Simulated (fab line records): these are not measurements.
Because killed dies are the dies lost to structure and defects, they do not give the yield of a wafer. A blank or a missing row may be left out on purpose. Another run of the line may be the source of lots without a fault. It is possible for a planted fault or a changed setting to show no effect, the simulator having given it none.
Matching of chambers -- flow n5-finfet -- N5_BEOL_M0_SAQP_SPACER2_ALD_26 on ald-sin-02 has 4 sister chambers
The step deposits SiO2, target thk 15 nm, pulse time 1 s, purge time 2 s. 4 wafers are shown with their chamber, then 12 later ones without.

## WAFERS, EACH WITH ITS CHAMBER
wafer,chamber,heater-power-w (W)
L085.4,3,474
L088.1,0,450
L088.3,2,438
L088.4,1,444

## WAFERS WHOSE CHAMBER IS MISSING
wafer,heater-power-w (W)
L089.1,473
L089.2,443
L089.3,428
L089.4,443
L089.5,466
L089.6,452
L094.2,470
L094.3,437
L094.6,476
L095.1,439
L095.3,472
L095.5,439

## CHAMBER TAKEN BY EACH
wafer,from the rows above,in truth
L089.1,3,3
L089.2,can't be placed: 1 or 2 or 0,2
L089.3,can't be placed: 2 or 1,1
L089.4,can't be placed: 1 or 2 or 0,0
L089.5,can't be placed: 3 or 0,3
L089.6,can't be placed: 0 or 1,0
L094.2,3,3
L094.3,can't be placed: 2 or 1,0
L094.6,3,3
L095.1,can't be placed: 2 or 1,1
L095.3,3,3
L095.5,can't be placed: 2 or 1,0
Placed correctly: 4 of 12. Cannot be placed on the basis of these rows: 8; the candidates contain the true chamber in 6. Number placed wrongly: 0.
How it was worked out, from the rows above alone: a wafer's distance from a chamber is the root of the sum, over the readings, of the square of ((its reading less the chamber's mean) divided by the reading's scatter). The wafer belongs to the nearest chamber; if the next one is less than 2 further off, it can't be placed. A chamber's mean is the mean of its shown wafers. The scatter (one wafer shown for each chamber): square how far every hidden wafer sits from the nearest shown wafer, average those squares and take the square root.
